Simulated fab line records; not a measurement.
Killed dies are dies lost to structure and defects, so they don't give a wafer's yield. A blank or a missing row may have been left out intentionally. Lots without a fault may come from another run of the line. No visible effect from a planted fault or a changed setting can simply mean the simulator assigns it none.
Chamber matching || flow nand_harc || NHARC_P_STI_ETCH_15 on rie_si-06 has 4 sister chambers
The step etches the open film in HBr/Cl2, target depth 300 nm, time 100.1 s. 4 wafers are shown with their chamber, then 11 later ones without.

WAFERS PAIRED WITH THEIR CHAMBERS
{"wafer": "L085.3", "chamber": 0, "drypump_motor_current_A (A)": 6.4}
{"wafer": "L085.4", "chamber": 2, "drypump_motor_current_A (A)": 6.6}
{"wafer": "L087.6", "chamber": 1, "drypump_motor_current_A (A)": 5.1}
{"wafer": "L089.1", "chamber": 3, "drypump_motor_current_A (A)": 5.7}

WAFERS WITH NO CHAMBER GIVEN
{"wafer": "L089.2", "drypump_motor_current_A (A)": 5.1}
{"wafer": "L089.6", "drypump_motor_current_A (A)": 5.7}
{"wafer": "L091.3", "drypump_motor_current_A (A)": 6.6}
{"wafer": "L091.4", "drypump_motor_current_A (A)": 6.5}
{"wafer": "L091.6", "drypump_motor_current_A (A)": 6.4}
{"wafer": "L094.1", "drypump_motor_current_A (A)": 6.6}
{"wafer": "L094.2", "drypump_motor_current_A (A)": 5.7}
{"wafer": "L094.4", "drypump_motor_current_A (A)": 6.4}
{"wafer": "L096.2", "drypump_motor_current_A (A)": 5.7}
{"wafer": "L096.3", "drypump_motor_current_A (A)": 6.6}
{"wafer": "L096.5", "drypump_motor_current_A (A)": 5.7}

WHICH CHAMBER EACH ONE RAN IN
{"wafer": "L089.2", "from the rows above": 1, "in truth": 1}
{"wafer": "L089.6", "from the rows above": 3, "in truth": 3}
{"wafer": "L091.3", "from the rows above": 2, "in truth": 2}
{"wafer": "L091.4", "from the rows above": "can't be placed: 0 or 2", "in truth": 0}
{"wafer": "L091.6", "from the rows above": 0, "in truth": 0}
{"wafer": "L094.1", "from the rows above": 2, "in truth": 2}
{"wafer": "L094.2", "from the rows above": 3, "in truth": 3}
{"wafer": "L094.4", "from the rows above": 0, "in truth": 0}
{"wafer": "L096.2", "from the rows above": 3, "in truth": 3}
{"wafer": "L096.3", "from the rows above": 2, "in truth": 2}
{"wafer": "L096.5", "from the rows above": 3, "in truth": 3}
10 of 11 placed correctly. Not placeable from these rows: 1 (in 1, the candidates include the true chamber). 0 placed wrongly.
How it was worked out, from the rows above alone: a wafer's distance from a chamber is the root of the sum, over the readings, of the square of ((its reading less the chamber's mean) divided by the reading's scatter). If the next closest chamber is less than 2 further off than the closest, the wafer can't be placed; otherwise it belongs to the closest. For every chamber, the mean is computed from those of its wafers that are shown. The scatter: root of mean squared gap, hidden wafer to nearest shown wafer, with one shown wafer a chamber.
